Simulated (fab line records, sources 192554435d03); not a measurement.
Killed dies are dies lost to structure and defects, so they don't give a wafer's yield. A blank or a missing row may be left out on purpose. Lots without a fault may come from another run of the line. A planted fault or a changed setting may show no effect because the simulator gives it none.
Split-lot experiment | flow n5_finfet | 7 lots, 21 wafers read, on a route of 1938 steps

THE SPLIT
At N5_FIN_SAQP_PEB_14 (peb time 60 s), the setting peb_time_s was moved away from the recipe's 60 s on 7 of the 21 wafers read, by -13.8% to +16.5%. The other wafers ran this setting at the recipe's value.

FROM THE SPLIT TO THE READING: what the file shows between them, 1 step
- N5_FIN_SAQP_DEVELOP_15: develop time 30 s

THE READING
cd_nm, in nm, at N5_FIN_SAQP_CD_MEAS_16 (target cd 35.6 nm). Fault-free wafers of this fab line usually give 35.45 nm, standard deviation 0.3 nm.

wafer  | tool, chamber at the split | peb_time_s as run, s | against the recipe | cd_nm, nm | against lot-mates on the recipe
L074.1 | litho_track-01, 0          | 60                   | recipe             | 35.72     | -
L074.3 | litho_track-01, 0          | 60                   | recipe             | 35.01     | -
L074.4 | litho_track-01, 0          | 65.53                | +9.2%              | 33.89     | -1.47
L081.4 | litho_track-02, 0          | 60                   | recipe             | 36.81     | -
L081.5 | litho_track-02, 0          | 64.72                | +7.9%              | 34.98     | -1.19
L081.6 | litho_track-02, 0          | 60                   | recipe             | 35.53     | -
L084.1 | litho_track-05, 0          | 60                   | recipe             | 35.37     | -
L084.2 | litho_track-05, 0          | 54.91                | -8.5%              | 36.96     | +1.49
L084.6 | litho_track-05, 0          | 60                   | recipe             | 35.57     | -
L086.3 | litho_track-02, 0          | 60                   | recipe             | 35.46     | -
L086.4 | litho_track-02, 0          | 69.47                | +15.8%             | 34.23     | -1.23
L086.5 | litho_track-02, 0          | 69.47                | +15.8%             | 32.50     | -2.96
L089.2 | litho_track-05, 0          | 51.74                | -13.8%             | 37.68     | +2.69
L089.3 | litho_track-05, 0          | 60                   | recipe             | 35.62     | -
L089.6 | litho_track-05, 0          | 60                   | recipe             | 34.37     | -
L090.2 | litho_track-01, 0          | 60                   | recipe             | 35.43     | -
L090.3 | litho_track-01, 0          | 60                   | recipe             | 35.26     | -
L090.5 | litho_track-01, 0          | 60                   | recipe             | 34.89     | -
L091.3 | litho_track-05, 0          | 69.9                 | +16.5%             | 32.68     | -2.09
L091.4 | litho_track-05, 0          | 60                   | recipe             | 34.81     | -
L091.6 | litho_track-05, 0          | 60                   | recipe             | 34.72     | -

THE FIT
A straight line over all 21 wafers: cd_nm changes by -0.146 nm for each +1% of peb_time_s; r = -0.88; the points scatter about the line by 0.61 nm.
The same after taking each lot's own level away (the mean of its wafers on the recipe; 21 wafers): -0.15 nm for each +1%; r = -0.92; scatter 0.47 nm.
On that fit, the largest move of peb_time_s shifts the reading by 2.5 nm.
The lots' own levels span 34.765 to 36.170 nm, that is 4.7 times the standard deviation above.
So the lot-to-lot level changes the slope little: the two slopes agree.
Check: with one of the wafers moved furthest among these (+16.5%) left out of the fit, the line predicts -2.49 nm for it against its lot-mates. It came out at -2.09 nm against them.

OTHER SPLITS ON THESE WAFERS
These wafers also went through other splits before the reading. Each is held against what the fit with the lots' levels taken away leaves over:
other split on the same wafers            | wafers away from the commonest value | r with cd_nm (lot level and that fit taken away)
N5_ZERO_LAYER_EXPOSE_08 dose_mj           | 9                                    | -0.04
N5_WELL_APT_COAT_02 spin_rpm              | 6                                    | +0.02
N5_PMOS_HMC_CHANNEL_EPI_PEB_07 peb_temp_c | 9                                    | +0.10

THE FILE'S OWN FIT
cd_nm changes by -0.151 nm for each +1% of peb_time_s, r = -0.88.
